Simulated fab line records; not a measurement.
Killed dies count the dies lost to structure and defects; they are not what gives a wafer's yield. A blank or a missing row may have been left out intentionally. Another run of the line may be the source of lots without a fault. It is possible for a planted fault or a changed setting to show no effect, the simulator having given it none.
Matching of chambers -- flow n5_finfet -- N5_BEOL_M0_SAQP_DESCUM_19 on rie_diel-05: 4 sister chambers
The step chemistry O2, time 7.9 s. 18 wafers are shown with their chamber, then 9 later ones without.

## WAFERS PAIRED WITH THEIR CHAMBERS
wafer,chamber,throttle_valve_pct (%),drypump_motor_current_A (A),oes_product_au (a.u.)
L075.2,1,20.47,5.6,0.70
L075.4,3,20.22,5.1,0.73
L075.6,0,20.60,5.8,0.70
L079.1,3,20.22,5.1,0.73
L079.4,1,20.47,5.6,0.69
L079.6,1,20.48,5.7,0.69
L080.1,0,20.61,5.8,0.71
L080.4,3,20.21,5.1,0.73
L080.6,2,20.78,6.0,0.77
L082.3,1,20.49,5.6,0.70
L082.4,3,20.24,5.1,0.72
L082.6,2,20.78,6.0,0.77
L083.2,1,20.49,5.6,0.69
L083.4,0,20.62,5.8,0.69
L083.6,2,20.79,6.0,0.76
L086.1,2,20.80,6.0,0.75
L086.5,3,20.24,5.2,0.71
L086.6,1,20.49,5.7,0.69

SIGNATURES (averages over the wafers above)
reading,chamber 0,chamber 1,chamber 2,chamber 3,scatter within a chamber
throttle_valve_pct,20.6100,20.4817,20.7875,20.2260,0.0109
drypump_motor_current_A,5.800,5.633,6.000,5.120,0.039
oes_product_au,0.7000,0.6933,0.7625,0.7240,0.00814
Rule: for a wafer and a chamber, the distance is found by dividing, reading by reading, the gap between the wafer's reading and the chamber's mean by the reading's scatter, squaring, summing and taking the root. If the next closest chamber is less than 2 further off than the closest, the wafer can't be placed; otherwise it belongs to the closest. The scatter is the square root of a quotient: the sum, over the shown wafers, of each reading's squared deviation from its chamber's mean, divided by wafers minus chambers.

## WAFERS WHOSE CHAMBER IS MISSING
wafer,throttle_valve_pct (%),drypump_motor_current_A (A),oes_product_au (a.u.)
L090.3,20.28,5.7,1.00
L090.4,20.26,5.1,0.71
L090.5,20.50,5.7,0.67
L093.1,20.30,5.8,0.97
L093.4,20.81,6.0,0.75
L093.6,20.29,5.8,0.97
L094.1,20.29,5.8,0.97
L094.2,20.51,5.6,0.68
L094.5,20.81,6.0,0.75

## THE CHAMBER EACH PASSED THROUGH
wafer,from the rows above,in truth
L090.3,3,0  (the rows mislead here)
L090.4,3,3
L090.5,1,1
L093.1,3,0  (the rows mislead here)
L093.4,2,2
L093.6,3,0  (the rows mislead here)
L094.1,3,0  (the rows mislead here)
L094.2,1,1
L094.5,2,2
Correctly placed: 5 of 9. Number that these rows cannot place: 0. Placed wrongly: 4.
